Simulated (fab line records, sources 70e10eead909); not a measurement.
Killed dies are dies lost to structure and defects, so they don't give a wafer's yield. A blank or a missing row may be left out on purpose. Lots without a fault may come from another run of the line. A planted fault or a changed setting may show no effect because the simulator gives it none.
fab line records | flow nand_harc
record lots=12 wafers=36 last_day=33
route steps=1302 shown A_STAIRCASE@884 A_SGD_CUT@919 A_SLIT@924
lots that met no fault: from a run of the same line without faults
start_h: hours from the record's first day to the start of the lot's first wafer shown | wait_h: hours since the lot's step before | " the same as in the row above | L1.1+2: a row that stands for several wafers | - no value, or no start given | * or withheld: withheld | < > ~ a bound
route shown NAME@n: a module of which the file shows steps, and the number in the route of the first | usual: mean/standard deviation of fault-free wafers | same: alike in all rows | chamber/n: place in a boat | sites: the reading at each site | _std_site: their standard deviation | _edge_site: outer sites' mean less inner sites' | radius_mm: how far each site lies from the wafer's centre | mask NAME#n: copy n | behind: the tool/chamber that last shaped the wafer | hold: why the lot was held/for how many hours/how that ended | device: the transistor (n, p or np) that didn't switch | end of line: the same wafers' tests at the end of the route | a step without rows: its recipe alone | killed: dies lost to structure and defects at the first sort, not the wafer's yield | map: a wafer's dies, x killed, . not, _ none there
set.NAME: the setting as run; set.NAME@STEP: as run at that earlier step | model.NAME: the simulator's own value behind a step, which no gauge read
steps of the route over a sample of lots; a table a step, a row a wafer
services: from which hour (start_h, from the record's first day; less than 0 if before it) a tool's chamber was out of use, for how many hours, and why
## steps
# step NHARC_A_STAIRCASE_STRIP_475
# recipe time_s=20 o2_flow_sccm=500 ar_flow_sccm=0 bias_w=0 chemistry=O2
# usual chamber_pressure_mTorr=60.00/0.053 drypump_motor_current_A=5.6/0.48 oes_product_au=1.006/0.015 rf_vpp_V=57.8/0.95 showerhead_plenum_p_Torr=3.51/0.15 throttle_valve_pct=17.037/0.0092
# columns lot.wafer tool chamber start_h wait_h chamber_pressure_mTorr drypump_motor_current_A oes_product_au rf_hours_counter_h rf_vpp_V showerhead_plenum_p_Torr throttle_valve_pct
L776.2 rie_diel-13 3 - - 59.98 5.9 1.036 27 58.2 3.46 17.037
L776.6 " 3 " " 60.05 5.8 1.040 - 57.8 3.46 17.037
L776.5 " 0 " " 59.92 4.7 1.026 - 59.0 3.64 17.042
L778.4 rie_diel-13 0 - - 60.00 4.7 1.021 30 58.3 3.64 17.036
L778.3 " 2 " " 59.97 5.7 0.988 25 57.3 3.28 17.030
L778.1 " 3 " " 59.95 5.8 1.034 30 57.6 3.46 17.048
L777.1 rie_diel-12 0 - - 60.05 6.2 0.994 9 57.6 3.40 17.039
L777.4 " 1 " " 59.95 5.4 1.017 9 58.7 3.80 17.030
L777.3 " 3 " " 60.03 6.1 1.005 5 57.0 3.57 17.029
L782.1 rie_diel-12 0 - - 60.01 6.3 0.983 20 55.8 3.40 17.049
L782.2 " 2 " " 59.97 5.1 1.006 15 57.8 3.55 17.013
L782.6 " 1 " " 59.97 5.4 1.025 - 57.8 3.80 17.042
L781.4 rie_diel-13 1 - - 60.08 6.2 0.996 39 57.1 3.37 17.042
L781.5 " 1 " " 59.90 6.2 1.000 - 57.0 3.37 17.018
L781.6 " 2 " " 59.94 5.7 1.005 - 57.0 3.27 17.041
L783.1 rie_diel-12 1 - - 59.97 5.4 1.005 25 58.0 3.79 17.044
L783.4 " 0 " " 59.96 6.2 0.991 25 56.9 3.39 17.029
L783.6 " 2 " " 60.04 5.1 0.996 - 57.5 3.54 17.034
L790.4 rie_diel-12 3 575.84 0.2 59.97 6.1 1.008 - 58.6 3.55 17.030
L790.6 " 0 " " 60.01 6.2 0.982 - 57.3 3.38 17.034
L790.5 " 1 " " 59.98 5.4 1.018 - 58.9 3.78 17.039
L789.3 rie_diel-13 0 - - 60.01 4.7 1.016 22 58.0 3.61 17.045
L789.1 " 1 " " 59.98 6.2 0.990 20 58.5 3.35 17.038
L789.4 " 2 " " 59.89 5.7 0.986 20 58.9 3.80 17.038
L792.1 rie_diel-04 2 - - 59.90 5.2 1.027 30 58.2 3.50 17.030
L792.4 " 1 " " 59.98 5.5 1.002 28 57.7 3.42 17.038
L792.5 " 3 " " 60.03 5.4 1.010 - 56.6 3.31 17.020
L794.4 rie_diel-13 1 - - 59.93 6.2 0.987 35 57.2 3.34 17.035
L794.2 " 3 " " 60.03 5.9 1.006 39 57.5 3.43 17.038
L794.5 " 2 " " 60.02 5.7 0.986 - 57.9 3.79 17.024
L796.2 rie_diel-13 1 - - 60.09 6.2 1.010 35 59.1 3.34 17.031
L796.3 " 3 " " 59.93 5.9 1.028 39 58.3 3.43 17.039
L796.4 " 0 " " 60.10 4.7 1.032 37 56.4 3.61 17.043
L798.4 rie_diel-12 1 - - 59.94 5.4 0.999 8 58.8 3.77 17.037
L798.3 " 2 " " 60.03 5.1 0.997 10 57.8 3.52 17.030
L798.5 " 0 " " 60.02 6.2 1.009 - 55.6 3.37 17.045
# step NHARC_A_STAIRCASE_DEP_471
# recipe target_thk_a=1000 temp_c=400 pressure_torr=6.5 rf_w=900 teos_flow_sccm=161.4 flow_sccm=2650 target_thk_nm=100 gas=O2 material=SiO2
# usual heater_power_w=568/100 throttle_valve_pct=16.0/0.76
# columns lot.wafer tool chamber start_h wait_h heater_power_w throttle_valve_pct
L776.2 pecvd-02 2 446.03 - 495 15.0
L776.6 " 1 " " 592 16.2
L776.5 " 2 " " 495 15.0
L778.1 pecvd-04 0 464.00 - 624 15.3
L778.3 " 1 " " 576 15.7
L778.4 " 2 " " 401 15.9
L777.1 pecvd-04 0 468.69 - 632 15.6
L777.3 " 1 " " 541 15.9
L777.4 " 2 " " 462 16.1
L782.2 pecvd-04 0 495.15 - 547 15.3
L782.1 " 1 " " 544 16.1
L782.6 " 2 " " 423 15.8
L781.5 pecvd-03 1 495.51 - 715 15.9
L781.4 " 2 " " 740 15.8
L781.6 " 0 " " 476 16.8
L783.1 pecvd-04 1 518.46 - 685 16.0
L783.6 " 1 " " 667 16.0
L783.4 " 0 " " 607 15.4
L790.5 pecvd-02 1 576.01 - 595 16.3
L790.4 " 2 " " 552 15.2
L790.6 " 0 " " 436 17.6
L789.3 pecvd-02 2 588.85 - 610 15.1
L789.1 " 0 " " 547 17.8
L789.4 " 2 " " 621 15.2
L792.1 pecvd-04 2 624.26 - 451 16.2
L792.5 " 1 " " 554 16.3
L792.4 " 0 " " 578 15.7
L794.2 pecvd-03 0 632.76 - 420 17.3
L794.4 " 0 " " 434 17.4
L794.5 " 2 " " 774 16.1
L796.2 pecvd-02 2 633.01 - 636 14.8
L796.4 " 1 " " 489 15.9
L796.3 " 2 " " 616 14.9
L798.3 pecvd-02 1 665.86 - 574 15.9
L798.5 " 1 " " 420 15.6
L798.4 " 0 " " 467 17.4
# step NHARC_A_SGD_CUT_ETCHBACK_24
# recipe target_depth_a=500 over_etch_frac=0.3 time_s=92.857 ion_energy_ev=120 ch3f_flow_sccm=50 o2_flow_sccm=30 ar_flow_sccm=200 rf_w=500 bias_w=100 chemistry=CH3F/O2
# usual chamber_pressure_mTorr=24.999/0.022 drypump_motor_current_A=5.53/0.26 oes_product_au=0.98/0.035 over_etch_frac=0.3/0 rf_vpp_V=244.0/1.5 showerhead_plenum_p_Torr=2.43/0.096 throttle_valve_pct=20.664/0.0098
# columns lot.wafer tool chamber start_h wait_h chamber_pressure_mTorr drypump_motor_current_A oes_product_au over_etch_frac rf_hours_counter_h rf_vpp_V showerhead_plenum_p_Torr throttle_valve_pct
L776.2 rie_diel-03 1 454.68 0.2 24.967 5.70 0.99 0.3 6.3 244.5 2.44 20.657
L776.5 " 2 " " 25.004 5.69 0.98 0.3 - 243.5 2.39 20.670
L776.6 " 3 " " 25.006 5.36 0.99 0.3 - 243.3 2.38 20.663
L778.1 rie_diel-03 1 472.19 0.2 25.003 5.69 1.02 0.3 0.2 245.7 2.44 20.656
L778.4 " 2 " " 25.003 5.68 0.98 0.3 0.5 242.9 2.39 20.653
L778.3 " 3 " " 25.003 5.38 1.00 0.3 0.5 244.7 2.38 20.677
L777.1 rie_diel-02 0 478.32 0.1 25.012 5.10 1.00 0.3 4.8 241.7 2.30 20.680
L777.3 " 1 " " 24.973 5.56 1.00 0.3 6.4 246.0 2.55 20.652
L777.4 " 2 " " 24.976 5.93 1.00 0.3 7.4 241.9 2.35 20.670
L782.1 rie_diel-02 1 503.11 0.2 25.001 5.52 0.96 0.3 8.4 246.0 2.55 20.669
L782.2 " 2 " " 25.021 5.91 0.93 0.3 9.3 242.7 2.35 20.672
L782.6 " 0 " " 25.006 5.10 0.97 0.3 - 242.4 2.30 20.677
L781.4 rie_diel-03 3 503.12 0.2 25.007 5.37 0.99 0.63899 2.2 243.8 2.38 20.658
L781.5 " 1 " " 25.044 5.75 1.02 0.63899 - 244.5 2.44 20.666
L781.6 " 2 " " 25.014 5.69 0.99 0.63899 - 243.6 2.39 20.651
L783.1 rie_diel-03 2 526.29 0.1 25.001 5.68 0.98 0.63899 3.0 242.6 2.39 20.661
L783.4 " 0 " " 25.043 5.34 0.98 0.63899 2.8 246.9 2.62 20.658
L783.6 " 2 " " 24.986 5.71 0.98 0.63899 - 243.3 2.39 20.660
L790.4 rie_diel-02 2 583.81 0.2 25.049 5.89 1.01 0.3 0.4 242.7 2.35 20.659
L790.5 " 0 " " 25.062 5.11 1.02 0.3 - 242.1 2.30 20.650
L790.6 " 1 " " 25.002 5.55 1.00 0.3 - 246.9 2.55 20.666
L789.3 rie_diel-03 2 596.53 0.1 24.984 5.70 0.91 0.3 7.6 242.9 2.38 20.675
L789.4 " 0 " " 25.000 5.37 0.92 0.3 6.2 245.3 2.62 20.650
L789.1 " 1 " " 24.998 5.70 0.94 0.3 5.2 243.7 2.44 20.662
L792.4 rie_diel-03 0 632.94 0.2 25.016 5.37 0.99 0.3 7.8 246.3 2.62 20.670
L792.1 " 2 " " 25.040 5.70 0.98 0.3 9.2 244.0 2.38 20.658
L792.5 " 0 " " 25.008 5.36 1.01 0.3 - 246.7 2.62 20.674
L794.2 rie_diel-02 0 640.56 0.1 24.968 5.08 0.99 0.3 3.4 241.1 2.29 20.666
L794.4 " 2 " " 25.000 5.91 0.99 0.3 4.2 241.6 2.35 20.662
L794.5 " 0 " " 25.026 5.12 0.99 0.3 - 241.3 2.29 20.674
L796.4 rie_diel-08 2 640.57 0.1 25.016 5.73 0.94 0.3 5.5 245.2 2.47 20.668
L796.3 " 0 " " 25.015 5.32 1.00 0.3 4.7 243.7 2.38 20.653
L796.2 " 1 " " 25.019 5.39 0.92 0.3 5.2 240.8 2.31 20.654
L798.3 rie_diel-03 3 674.41 0.1 25.032 5.34 0.98 0.3 1.5 243.4 2.38 20.667
L798.4 " 1 " " 24.995 5.70 0.97 0.3 1.6 244.0 2.44 20.656
L798.5 " 3 " " 24.980 5.32 0.98 0.3 - 243.0 2.38 20.690
# step NHARC_A_SLIT_DEP_23
# recipe target_thk_a=1000 target_thk_nm=100 temp_c=400 pressure_torr=3.5 flow_sccm=200 rf_w=350 material=SiON
# usual heater_power_w=802/130
# columns lot.wafer tool chamber start_h wait_h heater_power_w
L776.2 pecvd-01 1 459.11 2.6 758
L776.6 " 2 " " 902
L776.5 " 1 " " 751
L778.1 pecvd-01 0 476.56 3.1 603
L778.3 " 2 " " 952
L778.4 " 0 " " 602
L777.3 pecvd-01 1 482.71 1.9 796
L777.1 " 2 " " 999
L777.4 " 2 " " 1012
L782.1 pecvd-04 2 508.77 3.1 645
L782.2 " 0 " " 849
L782.6 " 0 " " 812
L781.5 pecvd-03 2 508.88 0.7 818
L781.4 " 0 " " 720
L781.6 " 1 " " 1020
L783.1 pecvd-01 2 530.75 3.2 971
L783.6 " 0 " " 675
L783.4 " 2 " " 989
L790.4 pecvd-01 1 588.30 1.4 888
L790.6 " 2 " " 922
L790.5 " 0 " " 641
L789.1 pecvd-04 2 600.99 3.2 624
L789.3 " 0 " " 826
L789.4 " 1 " " 863
L792.1 pecvd-01 2 638.07 3.1 985
L792.4 " 0 " " 756
L792.5 " 1 " " 865
L794.2 pecvd-03 0 647.92 2.6 688
L794.4 " 1 " " 1044
L794.5 " 2 " " 860
L796.3 pecvd-01 2 649.56 1.9 982
L796.2 " 1 " " 760
L796.4 " 1 " " 788
L798.3 pecvd-03 1 682.52 1.9 1024
L798.5 " 1 " " 1017
L798.4 " 2 " " 973
## services
# columns tool chamber start_h hours kind
rie_diel-12 0 438.34 3.9 repair
rie_diel-12 - 445.51 9.0 pm
pecvd-04 - 450.20 13.0 pm
rie_diel-03 - 458.30 9.0 pm
rie_diel-03 3 478.72 1.2 repair
rie_diel-13 0 483.34 1.6 repair
pecvd-02 - 486.74 1.2 repair
pecvd-01 - 492.37 13.0 pm
rie_diel-12 3 503.65 6.6 repair
rie_diel-13 - 520.07 9.0 pm
rie_diel-03 1 544.27 16.6 repair
pecvd-03 - 547.48 13.0 pm
rie_diel-03 0 554.45 7.0 repair
pecvd-02 - 589.00 13.0 pm
rie_diel-13 0 599.91 4.3 repair
rie_diel-12 1 607.56 12.0 repair
rie_diel-12 0 622.06 2.6 repair
pecvd-01 0 630.66 4.1 repair
pecvd-04 - 631.20 13.0 pm
rie_diel-03 - 635.30 9.0 pm
pecvd-01 1 661.64 10.1 repair
rie_diel-03 1 661.66 5.8 repair
pecvd-01 - 673.37 13.0 pm
rie_diel-03 2 680.96 5.1 repair
## key
first_sign step=NHARC_A_SGD_CUT_ETCHBACK_24 reading=over_etch_frac direction=up sigmas=99+ usual=0.3 struck=0.63899
effect none on later readings
met_at NHARC_A_SGD_CUT_ETCHBACK_24
struck_lots L781,L783
tester_left_out L781,L783
not_acting_at NHARC_A_STAIRCASE_STRIP_475,NHARC_A_STAIRCASE_DEP_471,NHARC_A_SLIT_DEP_23
onset_between 472.19 503.12
fault kind=process_parameter_drift tool=rie_diel-03 chamber=- onset_h=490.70 steps=NHARC_A_SGD_CUT_ETCHBACK_24 channel=over_etch_frac offset=0.33899 shape=step end_h=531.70 acts_in=these_recipes_only stated=0.3
# tester_left_out: of these lots the tester's yield and bins aren't shown, on N5 and GAA mostly nor the transistor test; their killed dies are dies lost to structure and defects alone, not to doping, threshold or leakage, so they don't give the yield
